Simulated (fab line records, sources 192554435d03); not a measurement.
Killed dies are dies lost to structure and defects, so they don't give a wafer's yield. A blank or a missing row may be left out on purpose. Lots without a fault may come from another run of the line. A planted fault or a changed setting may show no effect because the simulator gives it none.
Which tool did it? | flow n5_finfet | 10 lots, 30 wafers sampled, at 5 steps of a route of 1938

WHAT THE GAUGES READ, wafer by wafer
N5_BEOL_M2_OVL_MEAS_12.
lot  | measured     | on         | M2_OVL (nm)
L788 | day 6 19:47  | overlay-01 | -1.9 -0.9 -2.4
L789 | day 7 07:56  | overlay-02 | -0.6 -0.7 -1.1
L790 | day 7 20:56  | overlay-02 | -0.1 -0.1 -0.1
L796 | day 8 18:23  | overlay-02 | -0.7 -0.1 -1.0
L801 | day 10 19:17 | overlay-02 | -0.1 -0.3 -1.2
L803 | day 10 20:24 | overlay-01 | -1.3 -1.6 -0.7
L806 | day 11 09:02 | overlay-01 | 0.9 0.4 -0.1
L808 | day 11 21:58 | overlay-02 | 0.0 -0.3 0.4
L810 | day 12 07:10 | overlay-02 | -0.5 -0.5 -1.5
L809 | day 12 07:38 | overlay-01 | -1.9 -0.7 -2.4

N5_BEOL_M4_RC_MEAS_101.
lot  | measured     | on        | DIBL_N (mV/V)  | DIBL_P (mV/V)  | IOFF_N (nA/um)    | IOFF_P (nA/um) | ION_N (uA/um) | ION_P (uA/um) | SS_N (mV/dec)  | SS_P (mV/dec)  | VT_N (mV)   | VT_P (mV)
L788 | day 7 23:23  | prober-01 | 34.9 36.3 36.6 | 32.7 35.0 35.8 | 0.118 0.145 0.162 | 0.16 0.19 0.22 | 658 676 675   | 451 466 467   | 71.1 71.4 71.1 | 71.6 73.5 73.3 | 255 252 247 | -254 -251 -248
L789 | day 8 18:42  | prober-01 | 36.8 35.3 34.1 | 36.7 34.5 33.3 | 0.151 0.128 0.108 | 0.20 0.17 0.15 | 668 657 652   | 456 457 452   | 72.1 71.0 71.1 | 73.5 72.6 72.0 | 253 254 257 | -252 -253 -253
L790 | day 9 12:37  | prober-01 | 37.9 35.4 36.3 | 38.3 34.5 35.2 | 0.189 0.134 0.162 | 0.27 0.20 0.22 | 690 679 677   | 472 465 466   | 71.9 71.2 70.9 | 74.3 73.4 73.4 | 247 251 248 | -244 -248 -247
L796 | day 9 21:20  | prober-02 | 34.8 34.7 35.2 | 35.5 36.2 35.7 | 0.154 0.152 0.161 | 0.22 0.24 0.23 | 681 685 672   | 478 478 460   | 71.6 71.5 72.5 | 72.6 72.9 73.2 | 254 253 250 | -247 -244 -245
L801 | day 11 21:02 | prober-02 | 38.4 37.6 35.3 | 38.4 36.6 34.5 | 0.191 0.158 0.130 | 0.24 0.20 0.18 | 689 674 651   | 473 455 448   | 71.1 71.8 71.3 | 73.7 73.1 73.1 | 247 251 252 | -250 -252 -252
L803 | day 12 14:29 | prober-02 | 35.2 38.9 35.8 | 33.6 39.2 35.5 | 0.151 0.229 0.163 | 0.21 0.31 0.24 | 688 695 678   | 470 476 470   | 71.8 71.9 72.0 | 73.0 74.0 73.4 | 250 244 248 | -247 -245 -246
L806 | day 12 20:47 | prober-02 | 35.8 33.0 35.1 | 36.4 32.9 35.1 | 0.151 0.107 0.144 | 0.23 0.17 0.21 | 665 649 672   | 460 454 461   | 71.4 70.8 71.1 | 72.8 72.0 73.1 | 251 252 252 | -247 -252 -250
L808 | day 13 18:34 | prober-01 | 37.7 36.0 35.0 | 38.0 36.1 33.9 | 0.210 0.178 0.142 | 0.29 0.24 0.20 | 692 681 678   | 477 473 467   | 72.4 71.2 71.7 | 73.5 73.3 72.5 | 247 246 250 | -245 -248 -250
L810 | day 14 02:34 | prober-01 | 34.7 35.3 34.8 | 35.1 36.0 35.4 | 0.136 0.142 0.128 | 0.19 0.21 0.20 | 671 664 660   | 457 459 456   | 70.9 71.9 71.4 | 72.2 73.1 72.6 | 252 252 254 | -252 -251 -253
L809 | day 14 02:12 | prober-02 | 38.5 35.4 36.8 | 38.6 35.1 37.2 | 0.170 0.135 0.166 | 0.23 0.19 0.22 | 670 671 679   | 464 456 461   | 72.0 71.2 71.5 | 73.9 72.6 73.7 | 251 250 250 | -251 -253 -249

WHICH TOOL RAN EACH LOT (tool, then ch and the chambers of the sampled wafers, then the start)
lot  | N5_BEOL_M1_SPUTTER_81        | N5_BEOL_M1_SPUTTER_92        | N5_BEOL_M2_PECVD_72
L788 | pvd_sputter-03, day 6 16:34  | pvd_sputter-03, day 6 17:27  | pecvd-04 ch 0,2, day 6 19:07
L789 | pvd_sputter-03, day 7 04:42  | pvd_sputter-03, day 7 05:35  | pecvd-03 ch 0,1, day 7 07:14
L790 | pvd_sputter-01, day 7 17:43  | pvd_sputter-01, day 7 18:35  | pecvd-02 ch 0,1, day 7 20:16
L796 | pvd_sputter-03, day 8 15:20  | pvd_sputter-03, day 8 16:13  | pecvd-02 ch 0,2, day 8 17:53
L801 | pvd_sputter-03, day 10 12:19 | pvd_sputter-03, day 10 13:12 | pecvd-02 ch 0,1,2, day 10 15:11
L803 | pvd_sputter-02, day 10 17:02 | pvd_sputter-02, day 10 17:55 | pecvd-02 ch 0,2, day 10 19:35
L806 | pvd_sputter-02, day 11 05:38 | pvd_sputter-02, day 11 06:31 | pecvd-03 ch 1,2, day 11 08:10
L808 | pvd_sputter-03, day 11 18:25 | pvd_sputter-03, day 11 19:17 | pecvd-03 ch 0,1, day 11 20:58
L810 | pvd_sputter-01, day 12 00:50 | pvd_sputter-01, day 12 01:43 | pecvd-04 ch 0,1,2, day 12 03:23
L809 | pvd_sputter-03, day 12 03:36 | pvd_sputter-03, day 12 04:29 | pecvd-04 ch 1,2, day 12 06:11
- N5_BEOL_M1_SPUTTER_81: material Cu, target thk 4.5 nm, time 8.29 s.
- N5_BEOL_M1_SPUTTER_92: material Cu, target thk 4.5 nm, time 8.29 s.
- N5_BEOL_M2_PECVD_72: deposits SiO2 from TEOS/O2, target thk 16 nm, time 18 s.

WHAT THE TOOLS THEMSELVES READ (means of the sampled wafers that have a number; where no wafer has one, the mark that the record gives instead)
N5_BEOL_M1_SPUTTER_81.
lot  | tool           | chuck_gas_flow_sccm (sccm) | throttle_valve_pct (%)
L788 | pvd_sputter-03 | 1.19                       | 29.2
L789 | pvd_sputter-03 | 1.26                       | 29.6
L790 | pvd_sputter-01 | 1.28                       | 30.4
L796 | pvd_sputter-03 | 1.23                       | 29.2
L801 | pvd_sputter-03 | 1.26                       | 29.5
L803 | pvd_sputter-02 | 1.22                       | 29.7
L806 | pvd_sputter-02 | 1.25                       | 30.9
L808 | pvd_sputter-03 | 1.21                       | 29.8
L810 | pvd_sputter-01 | 1.29                       | 29.6
L809 | pvd_sputter-03 | 1.25                       | 29.7

N5_BEOL_M1_SPUTTER_92.
lot  | tool           | chuck_gas_flow_sccm (sccm) | throttle_valve_pct (%)
L788 | pvd_sputter-03 | 1.27                       | 29.1
L789 | pvd_sputter-03 | 1.19                       | 29.5
L790 | pvd_sputter-01 | 1.26                       | 30.4
L796 | pvd_sputter-03 | 1.34                       | 29.2
L801 | pvd_sputter-03 | 1.25                       | 29.7
L803 | pvd_sputter-02 | 1.25                       | 29.8
L806 | pvd_sputter-02 | 1.25                       | 30.8
L808 | pvd_sputter-03 | 1.22                       | 29.8
L810 | pvd_sputter-01 | 1.31                       | 29.5
L809 | pvd_sputter-03 | 1.23                       | 29.7

N5_BEOL_M2_PECVD_72.
lot  | tool     | heater_power_w (W) | showerhead_plenum_p_Torr (Torr) | susceptor_temp_C (C) | throttle_valve_pct (%)
L788 | pecvd-04 | 743                | 8.76                            | 400.36               | 22.9
L789 | pecvd-03 | 698                | 8.75                            | 400.01               | 22.1
L790 | pecvd-02 | 647                | 8.78                            | 399.95               | 21.5
L796 | pecvd-02 | 731                | 8.78                            | 400.15               | 21.6
L801 | pecvd-02 | 745                | 8.80                            | 400.06               | 21.3
L803 | pecvd-02 | 698                | 8.78                            | 405.94               | 21.8
L806 | pecvd-03 | 599                | 8.84                            | 399.95               | 23.1
L808 | pecvd-03 | 661                | 8.74                            | 400.43               | 23.0
L810 | pecvd-04 | 708                | 8.78                            | 400.12               | 21.3
L809 | pecvd-04 | 741                | 8.77                            | 399.97               | 20.8

THE ANSWER, worked out from the rows above alone
Rule: what is usual is taken from the lots themselves. Put in order of their means at a reading, lots are off if they are a third of the lots or fewer, leave a main group of 4 or more, and stand apart from it by a gap of 3 or more times the standard deviation of the main group's means; of several such gaps the widest counts. A main group whose means are all the same, to the digits that the tables above print for the reading, isn't used. A lot without any number at a reading at which 4 lots or more have one is off too. The other lots that the step has rows for count as sound. The gauges are gone through in route order, then the tools' own readings, and for those a lot's mean is taken as printed above. The first step at which some lot is off is used, and at that step the reading that is off furthest; a lot without a number counts as furthest.
Off: L803, at N5_BEOL_M2_PECVD_72 (susceptor_temp_C). The main group: mean 400.11 C, standard deviation 0.17.
A tool fits if, at that step or a process step before it, it ran every lot that is off, and no sound lot after the first of them. One fits: pecvd-02 at N5_BEOL_M2_PECVD_72. Its last sound lot is L801 (day 10 15:11), its first lot that is off L803 (day 10 19:35): a fault that began between those two fits.
The tool's own readings at N5_BEOL_M2_PECVD_72 bear it out: on the lots that are off they differ by more than 5 times the standard deviation of the sound lots' means. susceptor_temp_C reads 405.94 C there against 400.11 C on the sound lots.

WHAT THE SIMULATOR HAD PUT IN
Process parameter drift: pecvd-02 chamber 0, from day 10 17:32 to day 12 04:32, at N5_BEOL_M2_PECVD_72. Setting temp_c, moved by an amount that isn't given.
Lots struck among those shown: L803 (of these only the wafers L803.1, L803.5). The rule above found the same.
